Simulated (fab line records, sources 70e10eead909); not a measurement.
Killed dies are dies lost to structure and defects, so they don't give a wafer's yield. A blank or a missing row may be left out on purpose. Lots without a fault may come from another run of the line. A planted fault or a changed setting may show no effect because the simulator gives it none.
Chamber matching | flow nand_harc | NHARC_A_CONTACT_ETCH_49 on rie_diel-12: 4 sister chambers
The step etches the open film in N2/H2, target depth 260 nm, time 475.3 s. 20 wafers are shown with their chamber, then 9 later ones without.

WAFERS WITH THEIR CHAMBER
wafer  | chamber | showerhead_plenum_p_Torr (Torr) | drypump_motor_current_A (A) | run_length_s (s)
L592.1 | 0       | 2.04                            | 6.0                         | 496.3
L592.5 | 0       | 2.04                            | 6.1                         | 496.4
L592.6 | 3       | 2.10                            | 6.5                         | 497.1
L595.1 | 2       | 2.02                            | 5.6                         | 496.2
L595.2 | 3       | 2.10                            | 6.6                         | 497.1
L595.6 | 0       | 2.04                            | 6.0                         | 496.4
L603.2 | 3       | 2.09                            | 6.6                         | 497.5
L603.6 | 3       | 2.09                            | 6.6                         | 497.2
L602.6 | 3       | 2.09                            | 6.6                         | 497.3
L600.2 | 1       | 2.14                            | 5.7                         | 497.1
L600.3 | 0       | 2.04                            | 6.1                         | 496.5
L608.1 | 0       | 2.03                            | 6.0                         | 496.6
L608.4 | 2       | 2.02                            | 5.6                         | 495.9
L608.5 | 0       | 2.03                            | 6.1                         | 496.7
L609.2 | 2       | 2.02                            | 5.6                         | 495.9
L609.3 | 3       | 2.09                            | 6.6                         | 497.2
L609.4 | 1       | 2.14                            | 5.7                         | 497.0
L610.2 | 0       | 2.03                            | 6.0                         | 496.6
L610.4 | 2       | 2.02                            | 5.6                         | 496.3
L610.6 | 2       | 2.02                            | 5.6                         | 496.7

SIGNATURES (means of the wafers above)
reading                  | chamber 0 | chamber 1 | chamber 2 | chamber 3 | scatter within a chamber
showerhead_plenum_p_Torr | 2.0357    | 2.1400    | 2.0200    | 2.0933    | 0.00436
drypump_motor_current_A  | 6.043     | 5.700     | 5.600     | 6.583     | 0.0399
run_length_s             | 496.500   | 497.050   | 496.200   | 497.233   | 0.206
Rule: a wafer's distance from a chamber is the root of the sum, over the readings, of the square of ((its reading less the chamber's mean) divided by the reading's scatter). The wafer belongs to the nearest chamber; if the next one is less than 2 further off, it can't be placed. The scatter: the root of (the sum of the squares of (reading less its chamber's mean) over the shown wafers, divided by (wafers less chambers)).

WAFERS WITHOUT THEIR CHAMBER
wafer  | showerhead_plenum_p_Torr (Torr) | drypump_motor_current_A (A) | run_length_s (s)
L612.1 | 2.03                            | 6.1                         | 497.0
L612.4 | 2.13                            | 5.7                         | 496.7
L612.6 | 2.09                            | 6.6                         | 497.2
L613.1 | 2.03                            | 6.0                         | 496.3
L613.5 | 2.09                            | 6.5                         | 497.5
L613.6 | 2.03                            | 6.1                         | 496.5
L614.2 | 2.01                            | 5.6                         | 496.7
L614.4 | 2.01                            | 5.6                         | 496.1
L614.6 | 2.08                            | 6.5                         | 497.0

WHICH CHAMBER EACH WENT THROUGH
wafer  | from the rows above | in truth
L612.1 | 0                   | 0
L612.4 | 1                   | 1
L612.6 | 3                   | 3
L613.1 | 0                   | 0
L613.5 | 3                   | 3
L613.6 | 0                   | 0
L614.2 | 2                   | 2
L614.4 | 2                   | 2
L614.6 | 3                   | 3
Placed correctly: 9 of 9. Can't be placed from these rows: 0. Placed wrongly: 0.
